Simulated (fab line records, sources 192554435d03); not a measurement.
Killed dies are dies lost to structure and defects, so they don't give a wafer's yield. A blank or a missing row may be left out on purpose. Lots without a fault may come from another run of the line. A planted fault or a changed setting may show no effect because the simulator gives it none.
One fault seen from 2 desks | flow n5_finfet | each desk has only its own numbers; what lay behind them comes last

THE METROLOGY DESK
What the gauges read, lot by lot, whatever tool the lot ran on: means of the sampled wafers that have a number. A lot is out of limits, marked OUT, if its mean lies more than 4 standard deviations from the usual mean; the brackets give that distance. Of its 11 readings 7 are shown: the one that was out of limits first, and those that lie furthest out on some lot.
Columns: A = DIBL_N at N5_BEOL_M4_RC_MEAS_101, usual 37.1 mV/V; B = DIBL_P at N5_BEOL_M4_RC_MEAS_101, usual 37.2 mV/V; C = IOFF_N at N5_BEOL_M4_RC_MEAS_101, usual 0.18 nA/um; D = IOFF_P at N5_BEOL_M4_RC_MEAS_101, usual 0.23 nA/um; E = SS_P at N5_BEOL_M4_RC_MEAS_101, usual 73.5 mV/dec; F = VT_P at N5_BEOL_M4_RC_MEAS_101, usual -248 mV; G = M8_ILD_THK at N5_BEOL_M8_THK_MEAS_01, usual 154.6 nm
lot  | first seen here | A    | B    | C    | D    | E    | F    | G
L120 | day 8 19:58     | 36.5 | 35.5 | 0.17 | 0.26 | 73.7 | -244 | 153.7
L121 | day 8 22:40     | 36.0 | 36.2 | 0.15 | 0.24 | 73.5 | -246 | 154.5
L126 | day 10 00:47    | 36.4 | 35.5 | 0.16 | 0.18 | 73.1 | -253 | 155.0
L128 | day 10 19:17    | 37.5 | 39.4 | 0.18 | 0.24 | 73.7 | -248 | 154.8
L134 | day 12 01:38    | 37.6 | 37.5 | 0.17 | 0.21 | 73.4 | -251 | 228.2 (+39) OUT
L135 | day 12 16:45    | 39.8 | 39.0 | 0.23 | 0.30 | 74.1 | -244 | 229.1 (+39) OUT
L137 | day 13 04:58    | 38.9 | 41.1 | 0.24 | 0.31 | 74.8 | -245 | 154.1
L139 | day 13 06:49    | 34.5 | 35.5 | 0.16 | 0.23 | 72.6 | -248 | 155.3
L140 | day 13 09:58    | 36.7 | 36.9 | 0.17 | 0.22 | 73.4 | -251 | 153.5
This desk's finding: out of limits on L134, L135; first on L134, day 13 03:41 (M8_ILD_THK at N5_BEOL_M8_THK_MEAS_01). In limits: L120, L121, L126, L128, L137, L139, L140.

THE TOOL OWNER'S DESK: pecvd-01
The tool's own readings at N5_BEOL_M8_ILD_DEP_00 (deposits SiCOH lowk from DEMS/porogen, target thk 179.75 nm, time 33.4 s): means of the sampled wafers that have a number, for each lot that ran on this tool. A lot is out of limits, marked OUT, if its mean lies more than 4 standard deviations from the usual mean; the brackets give that distance.
Columns: A = heater_power_w at N5_BEOL_M8_ILD_DEP_00, usual 308 W; B = showerhead_plenum_p_Torr at N5_BEOL_M8_ILD_DEP_00, usual 5.728 Torr; C = showerhead_vpp_V at N5_BEOL_M8_ILD_DEP_00, usual 1341 V; D = susceptor_temp_C at N5_BEOL_M8_ILD_DEP_00, usual 299.98 C; E = throttle_valve_pct at N5_BEOL_M8_ILD_DEP_00, usual 14.1 %
lot  | first seen here | A   | B     | C    | D      | E
L120 | day 9 21:35     | 387 | 5.725 | 1354 | 300.05 | 13.5
L126 | day 11 08:25    | 257 | 5.711 | 1341 | 299.97 | 14.2
L128 | day 11 23:17    | 289 | 5.717 | 1372 | 299.97 | 14.2
L134 | day 13 03:07    | 281 | 5.704 | 1401 | 300.05 | 14.7
L135 | day 14 00:37    | 314 | 5.713 | 1357 | 299.95 | 14.3
This desk's finding: nothing out of limits on any of the 5 lots.

PUT TOGETHER
The metrology desk could have raised an alarm at day 13 03:41, on L134, L135.
The tool owner's desk saw nothing out of limits.
The tool owner's desk has L134, L135 on record, within its limits.
Of the lots named, all ran N5_BEOL_M8_ILD_DEP_00 on pecvd-01.

WHAT THE SIMULATOR HAD PUT IN
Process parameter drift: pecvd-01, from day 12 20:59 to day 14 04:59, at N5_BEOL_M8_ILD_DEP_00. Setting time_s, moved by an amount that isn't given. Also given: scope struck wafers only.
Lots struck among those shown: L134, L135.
Hours from the fault's start to each desk's first reading out of limits: the metrology desk, 7.
